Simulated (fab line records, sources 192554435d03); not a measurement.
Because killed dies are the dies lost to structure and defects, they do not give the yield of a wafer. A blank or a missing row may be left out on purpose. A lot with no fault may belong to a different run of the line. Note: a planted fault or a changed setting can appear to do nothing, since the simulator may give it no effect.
What tool caused it? + flow n5Finfet + 31 wafers from 11 lots sampled at 5 of the route's 1938 steps

## WHAT THE GAUGES SHOWED, per wafer
The record holds no reading of a measuring or inspecting step that can be judged against a usual standard deviation.

## EACH LOT AND THE TOOL THAT RAN IT (in order: tool; ch and the chambers of the sampled wafers; start)
| lot  | N5_BEOL_M13_ETCH_68               | N5_BEOL_M13_SPUTTER_45      | N5_BEOL_M13_CMP_49            | N5_BEOL_M14_ILD_DEP_00          | N5_PASSIVATION_PROBE_49 |
|------|-----------------------------------|-----------------------------|-------------------------------|---------------------------------|-------------------------|
| L799 | rieDiel-02 ch 0,2, day 11 20:55   | pvdSputter-01, day 12 01:45 | cmp-02 ch 0,2,3, day 12 02:29 | pecvd-03 ch 0,1, day 12 02:59   | -                       |
| L806 | rieDiel-04 ch 0,1, day 13 11:11   | pvdSputter-02, day 13 12:09 | cmp-02 ch 0,3, day 13 12:43   | pecvd-04 ch 1,2, day 13 13:13   | prober-02, day 14 16:27 |
| L803 | rieDiel-05 ch 0,1, day 14 00:08   | pvdSputter-02, day 14 02:44 | cmp-02 ch 1,2,3, day 14 03:21 | pecvd-04 ch 0,1,2, day 14 03:50 | prober-01, day 15 09:26 |
| L807 | rieDiel-05 ch 0,2, day 14 12:23   | pvdSputter-03, day 14 15:12 | cmp-02 ch 1,2, day 14 16:12   | pecvd-04 ch 2, day 14 16:43     | prober-02, day 15 17:54 |
| L810 | rieDiel-05 ch 1,2,3, day 14 17:10 | pvdSputter-01, day 14 19:47 | cmp-01 ch 2,3, day 14 20:26   | pecvd-04 ch 0,2, day 14 20:53   | prober-01, day 15 22:25 |
| L809 | rieDiel-02 ch 1,2,3, day 15 06:20 | pvdSputter-03, day 15 09:07 | cmp-03 ch 0,1,2, day 15 09:42 | pecvd-04 ch 0,1,2, day 15 10:11 | -                       |
| L813 | rieDiel-02 ch 0,2,3, day 15 13:15 | pvdSputter-02, day 15 15:40 | cmp-03 ch 0,1,3, day 15 16:31 | pecvd-03 ch 1,2, day 15 16:56   | -                       |
| L812 | rieDiel-02 ch 2,3, day 15 20:04   | pvdSputter-01, day 15 23:17 | cmp-03 ch 0,1,3, day 15 23:52 | pecvd-03 ch 1,2, day 16 00:21   | -                       |
| L814 | rieDiel-05 ch 0,2, day 16 12:30   | pvdSputter-01, day 16 16:44 | cmp-01 ch 2,3, day 16 17:22   | pecvd-01 ch 1,2, day 16 17:48   | prober-01, day 17 22:37 |
| L818 | rieDiel-05 ch 0,1, day 16 22:05   | pvdSputter-03, day 16 23:29 | cmp-01 ch 2,3, day 17 00:04   | pecvd-03 ch 0,2, day 17 00:33   | prober-01, day 18 06:20 |
| L820 | rieDiel-04 ch 1,3, day 17 21:52   | pvdSputter-02, day 18 00:26 | cmp-01 ch 2,3, day 18 01:16   | pecvd-03 ch 0,1, day 18 01:45   | -                       |
- N5_BEOL_M13_ETCH_68: etches SOC in N2/H2, time 355 s.
- N5_BEOL_M13_SPUTTER_45: material Cu, target thk 80 nm, time 13.33 s.
- N5_BEOL_M13_CMP_49: polishes, stops on SiOC, t overpolish 17.1 s, target thk 420 nm.
- N5_BEOL_M14_ILD_DEP_00: deposits SiO2 from TEOS/O2, target thk 1119.3 nm, time 237.4 s.
- N5_PASSIVATION_PROBE_49

## AS READ BY THE TOOLS THEMSELVES (means over the sampled wafers that have a number; for cases with no such wafer, the mark the record gives instead)
N5_BEOL_M13_ETCH_68. Usual: biasW 350.0 W, standard deviation 1.1; drypumpMotorCurrentA 5.8 A, standard deviation 0.53; oesProductAu 0.78 a.u., standard deviation 0.1; rfVppV 523.8 V, standard deviation 2.5; showerheadPlenumPTorr 2.54 Torr, standard deviation 0.084; throttleValvePct 17.83 %, standard deviation 0.24.
| lot  | tool       | biasW (W) | drypumpMotorCurrentA (A) | oesProductAu (a.u.) | rfVppV (V) | showerheadPlenumPTorr (Torr) | throttleValvePct (%) | flag |
|------|------------|-----------|--------------------------|---------------------|------------|------------------------------|----------------------|------|
| L799 | rieDiel-02 | 349.8     | 5.9                      | 0.70                | 523.0      | 2.52                         | 18.07                |      |
| L806 | rieDiel-04 | 349.5     | 6.3                      | 0.71                | 521.4      | 2.46                         | 17.96                |      |
| L803 | rieDiel-05 | 350.6     | 6.3                      | 0.67                | 522.5      | 2.50                         | 18.04                |      |
| L807 | rieDiel-05 | 348.1     | 5.5                      | 0.77                | 522.7      | 2.50                         | 17.75                |      |
| L810 | rieDiel-05 | 350.7     | 5.9                      | 0.74                | 522.7      | 2.50                         | 17.97                |      |
| L809 | rieDiel-02 | 349.9     | 5.4                      | 0.76                | 524.3      | 2.58                         | 17.75                |      |
| L813 | rieDiel-02 | 349.5     | 5.4                      | 0.78                | 522.8      | 2.52                         | 17.88                |      |
| L812 | rieDiel-02 | 350.1     | 5.4                      | 0.70                | 523.0      | 2.52                         | 17.81                |      |
| L814 | rieDiel-05 | 350.0     | 5.5                      | 0.88                | 522.8      | 2.49                         | 17.57                |      |
| L818 | rieDiel-05 | 349.8     | 5.8                      | 0.94                | 522.4      | 2.49                         | 17.59                |      |
| L820 | rieDiel-04 | 350.4     | 6.0                      | 0.81                | 525.0      | 2.60                         | 17.88                |      |

N5_BEOL_M13_SPUTTER_45. Usual: chamberPressurePa 0.13002 Pa, standard deviation 0.00026; chuckGasFlowSccm 1.26 sccm, standard deviation 0.048; throttleValvePct 29.5 %, standard deviation 0.74.
| lot  | tool          | chamberPressurePa (Pa) | chuckGasFlowSccm (sccm) | throttleValvePct (%) | flag |
|------|---------------|------------------------|-------------------------|----------------------|------|
| L799 | pvdSputter-01 | 0.13009                | 1.24                    | 29.9                 |      |
| L806 | pvdSputter-02 | 0.13009                | 1.23                    | 29.7                 |      |
| L803 | pvdSputter-02 | 0.13006                | 1.24                    | 28.5                 |      |
| L807 | pvdSputter-03 | 0.12987                | 1.31                    | 29.4                 |      |
| L810 | pvdSputter-01 | 0.12976                | 1.26                    | 30.2                 |      |
| L809 | pvdSputter-03 | 0.12984                | 1.22                    | 29.5                 |      |
| L813 | pvdSputter-02 | 0.13012                | 1.24                    | 29.8                 |      |
| L812 | pvdSputter-01 | 0.12991                | 1.20                    | 29.4                 |      |
| L814 | pvdSputter-01 | 0.12983                | 1.23                    | 29.0                 |      |
| L818 | pvdSputter-03 | 0.12982                | 1.24                    | 29.4                 |      |
| L820 | pvdSputter-02 | 0.13017                | 1.26                    | 29.0                 |      |

N5_BEOL_M13_CMP_49. Usual: barrierFieldEndpointS 30.5 s, standard deviation 0.75; motorCurrentA 6.0 A, standard deviation 0.88; overpolishRunS 17.100 s, standard deviation 0.0084.
| lot  | tool   | barrierFieldEndpointS (s) | motorCurrentA (A) | overpolishRunS (s) | flag |
|------|--------|---------------------------|-------------------|--------------------|------|
| L799 | cmp-02 | 30.0                      | 5.9               | 17.101             |      |
| L806 | cmp-02 | 23.4                      | 5.5               | 17.100             | OFF  |
| L803 | cmp-02 | 26.3                      | 6.3               | 17.094             | OFF  |
| L807 | cmp-02 | 23.8                      | 6.8               | 17.095             | OFF  |
| L810 | cmp-01 | 30.0                      | 6.2               | 17.099             |      |
| L809 | cmp-03 | 30.5                      | 5.3               | 17.097             |      |
| L813 | cmp-03 | 31.4                      | 6.3               | 17.111             |      |
| L812 | cmp-03 | 29.6                      | 6.0               | 17.095             |      |
| L814 | cmp-01 | 29.4                      | 6.1               | 17.098             |      |
| L818 | cmp-01 | 29.8                      | 5.9               | 17.100             |      |
| L820 | cmp-01 | 31.0                      | 6.1               | 17.096             |      |

N5_BEOL_M14_ILD_DEP_00. Usual: heaterPowerW 498 W, standard deviation 87; showerheadPlenumPTorr 8.34 Torr, standard deviation 0.05; throttleValvePct 18.6 %, standard deviation 1.3.
| lot  | tool     | heaterPowerW (W) | showerheadPlenumPTorr (Torr) | throttleValvePct (%) | flag |
|------|----------|------------------|------------------------------|----------------------|------|
| L799 | pecvd-03 | 495              | 8.38                         | 20.2                 |      |
| L806 | pecvd-04 | 409              | 8.36                         | 17.6                 |      |
| L803 | pecvd-04 | 425              | 8.29                         | 18.2                 |      |
| L807 | pecvd-04 | 388              | 8.32                         | 16.9                 |      |
| L810 | pecvd-04 | 417              | 8.30                         | 17.8                 |      |
| L809 | pecvd-04 | 394              | 8.30                         | 18.3                 |      |
| L813 | pecvd-03 | 499              | 8.36                         | 17.4                 |      |
| L812 | pecvd-03 | 536              | 8.37                         | 18.1                 |      |
| L814 | pecvd-01 | 631              | 8.35                         | 18.8                 |      |
| L818 | pecvd-03 | 499              | 8.37                         | 18.2                 |      |
| L820 | pecvd-03 | 519              | 8.37                         | 20.2                 |      |

N5_PASSIVATION_PROBE_49. Usual: defectLimitedYield 91.1 %, standard deviation 1.4; killed_at_M0_to_M3 33, standard deviation 10; killed_at_M4_up 15, standard deviation 5.8; killedAtContacts 13, standard deviation 5.9; killedAtFrontEnd 39, standard deviation 11; killedAtOther 4, standard deviation 3.6; killedDies 105, standard deviation 16; killedOpen 68, standard deviation 11; killedShort 34, standard deviation 7.8; sort_bin_5_function 5.2 %, standard deviation 0.88; sort_bin_6_memory 3.3 %, standard deviation 0.61; sortNPass 1075, standard deviation 16; sortYieldPct 91.1 %, standard deviation 1.4.
| lot  | tool      | defectLimitedYield (%) | killed_at_M0_to_M3 | killed_at_M4_up | killedAtContacts | killedAtFrontEnd | killedAtOther | killedDies | killedOpen | killedShort | sort_bin_5_function (%) | sort_bin_6_memory (%) | sortNPass | sortYieldPct (%) | flag |
|------|-----------|------------------------|--------------------|-----------------|------------------|------------------|---------------|------------|------------|-------------|-------------------------|-----------------------|-----------|------------------|------|
| L806 | prober-02 | 92.4                   | 21                 | 8               | 12               | 44               | 5             | 90         | 61         | 25          | 4.4                     | 3.2                   | 1090      | 92.4             |      |
| L803 | prober-01 | 91.7                   | 42                 | 18              | 7                | 27               | 3             | 98         | 62         | 31          | 4.8                     | 3.1                   | 1082      | 91.7             |      |
| L807 | prober-02 | 91.5                   | 38                 | 16              | 14               | 31               | 2             | 100        | 69         | 27          | 4.7                     | 3.4                   | 1080      | 91.5             |      |
| L810 | prober-01 | 91.8                   | 36                 | 14              | 10               | 28               | 9             | 97         | 61         | 35          | 4.6                     | 3.2                   | 1083      | 91.8             |      |
| L814 | prober-01 | 90.9                   | 35                 | 11              | 19               | 41               | 2             | 107        | 67         | 40          | 5.6                     | 3.0                   | 1073      | 90.9             |      |
| L818 | prober-01 | 91.1                   | 38                 | 13              | 14               | 37               | 2             | 105        | 71         | 31          | 5.3                     | 3.3                   | 1075      | 91.1             |      |

## THE ANSWER, worked out from the rows above alone
Rule: lot off if the mean of its wafers having a number is beyond 3 standard deviations from the usual mean. Also off: a lot with no number at a reading for which 4 or more lots have one. Any other lot the step has rows for is counted as sound. The gauges are gone through in route order, then the tools' own readings, and for those a lot's mean is taken as printed above. The first step at which some lot is off is used, and at that step the reading that is off furthest; a lot without a number counts as furthest.
Off at N5_BEOL_M13_CMP_49 (barrierFieldEndpointS): L806, L803, L807.
A tool fits if, at that step or a process step before it, it ran every lot that is off, and no sound lot after the first of them. One candidate fits, namely cmp-02 at N5_BEOL_M13_CMP_49. Its last sound lot is L799 (day 12 02:29), its first lot that is off L806 (day 13 12:43): a fault that began between those two fits.
On the lots that are off, the tool's own readings at N5_BEOL_M13_CMP_49 differ by more than 5 times the standard deviation of the sound lots' means, which bears it out; barrierFieldEndpointS reads 24.5 s there versus 30.2 s on the sound lots.

## WHAT THE SIMULATOR PUT IN
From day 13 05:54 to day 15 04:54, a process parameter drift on cmp-02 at N5_BEOL_M13_CMP_49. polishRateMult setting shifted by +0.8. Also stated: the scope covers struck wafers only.
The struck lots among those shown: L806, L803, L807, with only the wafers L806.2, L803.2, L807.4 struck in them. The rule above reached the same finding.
